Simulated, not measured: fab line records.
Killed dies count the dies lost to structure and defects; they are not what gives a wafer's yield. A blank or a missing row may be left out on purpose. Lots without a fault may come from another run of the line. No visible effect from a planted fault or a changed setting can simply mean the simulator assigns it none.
The same fault as seen by 3 desks    flow n5Finfet    each desk has only its own numbers; what lay behind them comes last
Where a reading is given only as a bound, like >300, the bound stands for it, and a mean or a difference that rests on one is marked > or <: the true number lies beyond.

## THE DEFECT DESK
Inspection counts along the route, by lot: the mean over sampled wafers that carry a number. Any lot whose mean is over 4 standard deviations away from the usual mean is out of limits and marked OUT; that distance is given in the brackets.
Columns: A = rawDefectCount at N5_WELL_APT_INSPECT_27, usual 2.0; B = rawDefectCount at N5_WELL_APT_INSPECT_38, usual 12; C = rawDefectCount at N5_PMOS_HMC_CHANNEL_EPI_INSPECT_11, usual 2.2
lot   first seen here  A    B              C
L300  day 2 14:58      2.7  181 (+38) OUT  >101 (>+71) OUT
L304  day 3 14:59      1.0  11             3.3
L313  day 5 21:12      1.7  12             2.3
L314  day 6 02:55      2.3  15             3.0
L318  day 7 03:07      3.0  7              2.0
This desk's finding: out of limits on L300; first on L300, day 2 16:39 (rawDefectCount at N5_WELL_APT_INSPECT_38). Within limits: L304, L313, L314, L318.

## AT THE METROLOGY DESK
What the gauges read, lot by lot, whatever tool the lot ran on: means of the sampled wafers that have a number. Any lot whose mean is over 4 standard deviations away from the usual mean is out of limits and marked OUT; that distance is given in the brackets. 7 of its 14 readings are shown, namely those furthest out on some lot.
Columns: A = PWELL_OVL at N5_WELL_APT_OVL_MEAS_26, usual -3 nm; B = DIBL_N at N5_BEOL_M4_RC_MEAS_101, usual 36.1 mV/V; C = DIBL_P at N5_BEOL_M4_RC_MEAS_101, usual 36.3 mV/V; D = IOFF_N at N5_BEOL_M4_RC_MEAS_101, usual 0.162 nA/um; E = ION_N at N5_BEOL_M4_RC_MEAS_101, usual 674 uA/um; F = ION_P at N5_BEOL_M4_RC_MEAS_101, usual 464 uA/um; G = VT_N at N5_BEOL_M4_RC_MEAS_101, usual 249.4 mV
lot   first seen here  A    B     C     D      E    F    G
L300  day 2 14:55      1    36.2  36.3  0.187  688  476  245.4
L304  day 3 14:56      4    35.1  33.9  0.143  669  464  249.4
L313  day 5 21:09      -7   35.3  36.3  0.153  668  460  249.5
L314  day 6 02:52      -5   37.4  38.0  0.173  674  461  250.0
L318  day 7 03:03      -11  33.5  35.7  0.127  670  461  255.0
Result from this desk: across the 5 lots, nothing is out of limits.

## DESK OF THE TOOL OWNER: wetBench-04
The tool's own readings at N5_WELL_APT_STRIP_33 (strips in SPM, time 900 s): means of the sampled wafers that have a number, for each lot that ran on this tool. Any lot whose mean is over 4 standard deviations away from the usual mean is out of limits and marked OUT; that distance is given in the brackets.
Columns: A = bathGuardTempC at N5_WELL_APT_STRIP_33, usual 130.0 C; B = bathHeatDutyPct at N5_WELL_APT_STRIP_33, usual 15.2 %
lot   first seen here  A      B
L300  day 2 15:29      129.8  15.8
L318  day 7 03:39      130.0  16.1
Result from this desk: across the 2 lots, nothing is out of limits.

## PUT TOGETHER
The defect desk could have raised an alarm at day 2 16:39, on L300.
Nothing out of limits was seen by the metrology desk.
The desk of the tool owner found nothing out of limits.
The metrology desk has L300 on record, within its limits.
On record at the tool owner's desk: L300, within its limits.
The lots listed all ran N5_WELL_APT_STRIP_33 on wetBench-04.

## WHAT WAS PUT IN BY THE SIMULATOR
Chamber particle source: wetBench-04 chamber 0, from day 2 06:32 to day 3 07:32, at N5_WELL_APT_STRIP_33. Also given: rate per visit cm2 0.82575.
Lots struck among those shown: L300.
Hours from the fault's start to each desk's first reading out of limits: the defect desk, 10.
